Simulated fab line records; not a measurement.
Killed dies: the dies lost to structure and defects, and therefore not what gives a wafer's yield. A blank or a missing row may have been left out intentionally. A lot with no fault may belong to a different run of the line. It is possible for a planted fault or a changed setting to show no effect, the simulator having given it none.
Which tool was responsible? ; flow n5-finfet ; 17 wafers from 6 lots sampled at 4 of the route's 1938 steps

## WHAT THE GAUGES SHOWED, per wafer
N5_BEOL_M11_THK_MEAS_01.
lot;measured;on;M11_ILD_THK (nm)
L268;day 10 22:56;film-metro-01;263 270 270
L274;day 12 07:53;film-metro-02;265 268 276
L272;day 13 20:43;film-metro-01;221 231
L284;day 15 10:59;film-metro-02;270 270 269
L285;day 16 19:56;film-metro-01;264 260 268
L290;day 17 03:35;film-metro-02;262 266 272

## EACH LOT AND THE TOOL THAT RAN IT (in order: tool; ch and the chambers of the sampled wafers; start)
lot;N5_BEOL_M10_PRE_CLEAN_45;N5_BEOL_M10_SPUTTER_48;N5_BEOL_M11_ILD_DEP_00
L268;pvd-sputter-01, day 10 18:53;pvd-sputter-02, day 10 21:09;pecvd-01 ch 0,2, day 10 22:20
L274;pvd-sputter-02, day 12 04:23;pvd-sputter-01, day 12 05:28;pecvd-01 ch 0,1,2, day 12 07:18
L272;pvd-sputter-02, day 13 17:01;pvd-sputter-03, day 13 19:00;pecvd-02 ch 1,2, day 13 20:08
L284;pvd-sputter-02, day 15 08:20;pvd-sputter-03, day 15 09:03;pecvd-01 ch 0,1,2, day 15 10:23
L285;pvd-sputter-03, day 16 17:38;pvd-sputter-01, day 16 18:14;pecvd-01 ch 1,2, day 16 19:19
L290;pvd-sputter-02, day 16 23:37;pvd-sputter-02, day 17 01:45;pecvd-02 ch 0,2, day 17 02:58
- N5_BEOL_M10_PRE_CLEAN_45: time 30 s.
- N5_BEOL_M10_SPUTTER_48: material Cu, target thk 12 nm, time 2 s.
- N5_BEOL_M11_ILD_DEP_00: deposits SiCOH lowk from DEMS/porogen, target thk 308.51 nm, time 58 s.

## THE ANSWER, worked out from the rows above alone
Rule: what is usual is taken from the lots themselves. Put in order of their means at a reading, lots are off if they are a third of the lots or fewer, leave a main group of 4 or more, and stand apart from it by a gap of 3 or more times the standard deviation of the main group's means; of several such gaps the widest counts. A main group whose means are all the same, to the digits that the tables above print for the reading, isn't used. A lot without any number at a reading at which 4 lots or more have one is off too. Any other lot the step has rows for is counted as sound.
Off: L272, seen at N5_BEOL_M11_THK_MEAS_01 (M11_ILD_THK). For the main group the mean is 268 nm and the standard deviation 2.1.
A tool fits if, at a process step before that reading, it ran every lot that is off, and no sound lot after the first of them. Those tools and the gauges at N5_BEOL_M11_THK_MEAS_01 are tried in the same way. Of those tried, none fits.

## WHAT THE SIMULATOR HAD PUT IN
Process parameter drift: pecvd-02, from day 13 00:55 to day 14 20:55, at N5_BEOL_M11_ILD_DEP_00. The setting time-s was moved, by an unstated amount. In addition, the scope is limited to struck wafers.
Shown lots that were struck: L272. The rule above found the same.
